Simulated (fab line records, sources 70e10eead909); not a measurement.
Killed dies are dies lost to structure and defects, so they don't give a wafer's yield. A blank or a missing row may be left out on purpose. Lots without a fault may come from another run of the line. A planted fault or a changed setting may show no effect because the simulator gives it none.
Chamber matching | flow nand_harc | NHARC_A_WL_FILL_CMP_12 on cmp-04: 3 sister chambers
The step polishes, t overpolish 30 s, target thk 75 nm. 3 wafers are shown with their chamber, then 5 later ones without.

WAFERS WITH THEIR CHAMBER
wafer  | chamber | motor_current_A (A)
L085.2 | 0       | 11.1
L087.4 | 2       | 11.5
L087.5 | 1       | 11.9

WAFERS WITHOUT THEIR CHAMBER
wafer  | motor_current_A (A)
L087.6 | 11.0
L092.3 | 11.5
L092.6 | 10.7
L094.4 | 11.4
L094.6 | 10.7

WHICH CHAMBER EACH WENT THROUGH
wafer  | from the rows above          | in truth
L087.6 | can't be placed: 0 or 2      | 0
L092.3 | can't be placed: 2 or 0 or 1 | 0
L092.6 | can't be placed: 0 or 2      | 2
L094.4 | can't be placed: 2 or 0 or 1 | 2
L094.6 | can't be placed: 0 or 2      | 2
Placed correctly: 0 of 5. Can't be placed from these rows: 5 (the true chamber is among the candidates in 5). Placed wrongly: 0.
How it was worked out, from the rows above alone: a wafer's distance from a chamber is the root of the sum, over the readings, of the square of ((its reading less the chamber's mean) divided by the reading's scatter). The wafer belongs to the nearest chamber; if the next one is less than 2 further off, it can't be placed. A chamber's mean is the mean of its shown wafers. The scatter: with one shown wafer a chamber, the root of the mean of the squares of how far each hidden wafer lies from its nearest shown one.
